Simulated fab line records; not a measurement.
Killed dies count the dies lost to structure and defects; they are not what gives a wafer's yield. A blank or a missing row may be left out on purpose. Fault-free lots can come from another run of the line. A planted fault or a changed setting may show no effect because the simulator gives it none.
Chamber matching :: flow n5_finfet :: rie_diel-05 running N5_MOL_CONTACT_COAG_VIA_ETCH_46: 4 sister chambers
The step etches SiO2 in C4F6/O2, target depth 46 nm, overetch 9.2 nm, time 40 s. 18 wafers are shown with their chamber, then 9 later ones without.

== WAFERS WITH THEIR CHAMBER ==
wafer: L081.1
chamber: 2
drypump_motor_current_A (A): 5.1
rf_vpp_V (V): 1632
showerhead_plenum_p_Torr (Torr): 2.96

wafer: L081.3
chamber: 0
drypump_motor_current_A (A): 6.6
rf_vpp_V (V): 1592
showerhead_plenum_p_Torr (Torr): 2.83

wafer: L081.5
chamber: 1
drypump_motor_current_A (A): 5.8
rf_vpp_V (V): 1646
showerhead_plenum_p_Torr (Torr): 2.98

wafer: L080.2
chamber: 1
drypump_motor_current_A (A): 5.7
rf_vpp_V (V): 1648
showerhead_plenum_p_Torr (Torr): 2.98

wafer: L080.3
chamber: 0
drypump_motor_current_A (A): 6.6
rf_vpp_V (V): 1591
showerhead_plenum_p_Torr (Torr): 2.83

wafer: L080.6
chamber: 1
drypump_motor_current_A (A): 5.8
rf_vpp_V (V): 1647
showerhead_plenum_p_Torr (Torr): 2.98

wafer: L082.2
chamber: 1
drypump_motor_current_A (A): 5.8
rf_vpp_V (V): 1646
showerhead_plenum_p_Torr (Torr): 2.97

wafer: L082.3
chamber: 2
drypump_motor_current_A (A): 5.1
rf_vpp_V (V): 1630
showerhead_plenum_p_Torr (Torr): 2.96

wafer: L082.5
chamber: 2
drypump_motor_current_A (A): 5.1
rf_vpp_V (V): 1631
showerhead_plenum_p_Torr (Torr): 2.96

wafer: L083.2
chamber: 1
drypump_motor_current_A (A): 5.8
rf_vpp_V (V): 1648
showerhead_plenum_p_Torr (Torr): 2.97

wafer: L083.3
chamber: 2
drypump_motor_current_A (A): 5.1
rf_vpp_V (V): 1630
showerhead_plenum_p_Torr (Torr): 2.96

wafer: L083.6
chamber: 2
drypump_motor_current_A (A): 5.1
rf_vpp_V (V): 1631
showerhead_plenum_p_Torr (Torr): 2.96

wafer: L084.1
chamber: 0
drypump_motor_current_A (A): 6.6
rf_vpp_V (V): 1592
showerhead_plenum_p_Torr (Torr): 2.82

wafer: L084.5
chamber: 2
drypump_motor_current_A (A): 5.1
rf_vpp_V (V): 1630
showerhead_plenum_p_Torr (Torr): 2.95

wafer: L084.6
chamber: 1
drypump_motor_current_A (A): 5.8
rf_vpp_V (V): 1646
showerhead_plenum_p_Torr (Torr): 2.97

wafer: L090.1
chamber: 3
drypump_motor_current_A (A): 5.7
rf_vpp_V (V): 1588
showerhead_plenum_p_Torr (Torr): 2.99

wafer: L090.5
chamber: 3
drypump_motor_current_A (A): 5.7
rf_vpp_V (V): 1588
showerhead_plenum_p_Torr (Torr): 2.99

wafer: L090.6
chamber: 0
drypump_motor_current_A (A): 6.6
rf_vpp_V (V): 1590
showerhead_plenum_p_Torr (Torr): 2.82

SIGNATURES (averages over the wafers above)
reading: drypump_motor_current_A
chamber 0: 6.600
chamber 1: 5.783
chamber 2: 5.100
chamber 3: 5.700
scatter within a chamber: 0.0244

reading: rf_vpp_V
chamber 0: 1591.25
chamber 1: 1646.83
chamber 2: 1630.67
chamber 3: 1588.00
scatter within a chamber: 0.883

reading: showerhead_plenum_p_Torr
chamber 0: 2.8250
chamber 1: 2.9750
chamber 2: 2.9583
chamber 3: 2.9900
scatter within a chamber: 0.00488
Rule: a wafer lies at a distance from a chamber equal to the root of the sum of squares, over the readings, of (its reading less the chamber's mean, divided by the reading's scatter). If the next closest chamber is less than 2 further off than the closest, the wafer can't be placed; otherwise it belongs to the closest. The scatter: the root of (the sum of the squares of (reading less its chamber's mean) over the shown wafers, divided by (wafers less chambers)).

== WAFERS WITH NO CHAMBER GIVEN ==
wafer: L094.2
drypump_motor_current_A (A): 5.1
rf_vpp_V (V): 1630
showerhead_plenum_p_Torr (Torr): 2.95

wafer: L094.5
drypump_motor_current_A (A): 5.1
rf_vpp_V (V): 1629
showerhead_plenum_p_Torr (Torr): 2.95

wafer: L094.6
drypump_motor_current_A (A): 5.8
rf_vpp_V (V): 1646
showerhead_plenum_p_Torr (Torr): 2.96

wafer: L096.4
drypump_motor_current_A (A): 5.8
rf_vpp_V (V): 1645
showerhead_plenum_p_Torr (Torr): 2.96

wafer: L096.5
drypump_motor_current_A (A): 5.1
rf_vpp_V (V): 1629
showerhead_plenum_p_Torr (Torr): 2.94

wafer: L096.6
drypump_motor_current_A (A): 5.7
rf_vpp_V (V): 1588
showerhead_plenum_p_Torr (Torr): 2.98

wafer: L097.1
drypump_motor_current_A (A): 5.1
rf_vpp_V (V): 1628
showerhead_plenum_p_Torr (Torr): 2.94

wafer: L097.2
drypump_motor_current_A (A): 6.6
rf_vpp_V (V): 1590
showerhead_plenum_p_Torr (Torr): 2.82

wafer: L097.6
drypump_motor_current_A (A): 5.7
rf_vpp_V (V): 1647
showerhead_plenum_p_Torr (Torr): 2.96

== EACH ONE'S CHAMBER ==
wafer: L094.2
from the rows above: 2
in truth: 2

wafer: L094.5
from the rows above: 2
in truth: 2

wafer: L094.6
from the rows above: 1
in truth: 1

wafer: L096.4
from the rows above: 1
in truth: 1

wafer: L096.5
from the rows above: 2
in truth: 2

wafer: L096.6
from the rows above: 3
in truth: 3

wafer: L097.1
from the rows above: 2
in truth: 2

wafer: L097.2
from the rows above: 0
in truth: 0

wafer: L097.6
from the rows above: 1
in truth: 1
Placed correctly: 9 of 9. Number that these rows cannot place: 0. Wrongly placed: 0.
